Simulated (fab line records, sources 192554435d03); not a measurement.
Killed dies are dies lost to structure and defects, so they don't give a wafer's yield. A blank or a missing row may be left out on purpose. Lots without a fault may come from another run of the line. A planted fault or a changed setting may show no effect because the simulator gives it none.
Split-lot experiment | flow n5_finfet | 7 lots, 21 wafers read, on a route of 1938 steps

THE SPLIT
At N5_SD_EPI_N_ETCH_45 (etches SiOCN in CH3F/O2, target depth 6 nm), the setting target_depth_a was moved away from the recipe's 60 angstrom on 8 of the 21 wafers read, by -9.8% to +5.0%. The other wafers ran this setting at the recipe's value.

The reading is taken at the split's own step.

THE READING
etch.depth_nm (the simulator's own value, which no gauge read), in nm, at N5_SD_EPI_N_ETCH_45 (etches SiOCN in CH3F/O2, target depth 6 nm). The file gives no usual value for it. The 13 wafers here that ran the recipe average 6.029 nm, standard deviation 0.083 nm.

wafer  | tool, chamber at the split | target_depth_a as run, angstrom | against the recipe | etch.depth_nm, nm | against lot-mates on the recipe
L076.1 | rie_diel-06, 3             | 54.95                           | -8.4%              | 5.46              | -0.527
L076.3 | rie_diel-06, 1             | 60                              | recipe             | 5.987             | -
L076.5 | rie_diel-06, 3             | 54.95                           | -8.4%              | 5.411             | -0.576
L077.1 | rie_diel-02, 3             | 60                              | recipe             | 6.093             | -
L077.2 | rie_diel-02, 2             | 60                              | recipe             | 6.053             | -
L077.6 | rie_diel-02, 2             | 60                              | recipe             | 6.049             | -
L079.4 | rie_diel-02, 1             | 60                              | recipe             | 6.048             | -
L079.5 | rie_diel-02, 2             | 60                              | recipe             | 6.039             | -
L079.6 | rie_diel-02, 0             | 60                              | recipe             | 6.046             | -
L081.1 | rie_diel-06, 0             | 63.02                           | +5.0%              | 6.118             | +0.314
L081.5 | rie_diel-06, 0             | 60                              | recipe             | 5.804             | -
L081.6 | rie_diel-06, 3             | 63.02                           | +5.0%              | 6.252             | +0.448
L082.2 | rie_diel-01, 2             | 60                              | recipe             | 6.024             | -
L082.3 | rie_diel-01, 3             | 60                              | recipe             | 6.191             | -
L082.5 | rie_diel-01, 0             | 60                              | recipe             | 5.964             | -
L086.1 | rie_diel-01, 2             | 55.28                           | -7.9%              | 5.546             | -0.503
L086.2 | rie_diel-01, 0             | 60                              | recipe             | 6.049             | -
L086.4 | rie_diel-01, 3             | 55.28                           | -7.9%              | 5.712             | -0.337
L087.1 | rie_diel-02, 0             | 60                              | recipe             | 6.035             | -
L087.2 | rie_diel-02, 3             | 54.1                            | -9.8%              | 5.449             | -0.586
L087.4 | rie_diel-02, 1             | 54.1                            | -9.8%              | 5.364             | -0.671

THE FIT
A straight line over all 21 wafers: etch.depth_nm changes by +0.0571 nm for each +1% of target_depth_a; r = +0.94; the points scatter about the line by 0.096 nm.
The same after taking each lot's own level away (the mean of its wafers on the recipe; 21 wafers): +0.064 nm for each +1%; r = +0.98; scatter 0.063 nm.
On that fit, the largest move of target_depth_a shifts the reading by 0.63 nm.
The lots' own levels span 5.8040 to 6.0650 nm, that is 3.2 times the standard deviation above.
So the lot-to-lot level changes the slope: the two fits differ.
Check: with one of the wafers moved furthest among these (-9.8%) left out of the fit, the line predicts -0.624 nm for it against its lot-mates. It came out at -0.586 nm against them.

OTHER SPLITS ON THESE WAFERS
These wafers also went through other splits before the reading. Each is held against what the fit with the lots' levels taken away leaves over:
other split on the same wafers        | wafers away from the commonest value | r with etch.depth_nm (lot level and that fit taken away)
N5_WELL_APT_EXPOSE_22 dose_mj         | 7                                    | +0.20
N5_WELL_APT_PEB_23 peb_temp_c         | 5                                    | -0.01
N5_FIN_SAQP_SPACER1_ALD_24 ald_cycles | 8                                    | +0.13
N5_FIN_CUT_COAT_19 spin_rpm           | 7                                    | +0.16
N5_FIN_CUT_EXPOSE_05 dose_mj          | 8                                    | +0.03

THE FILE'S OWN FIT
etch.depth_nm changes by +0.0629 nm for each +1% of target_depth_a, r = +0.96.
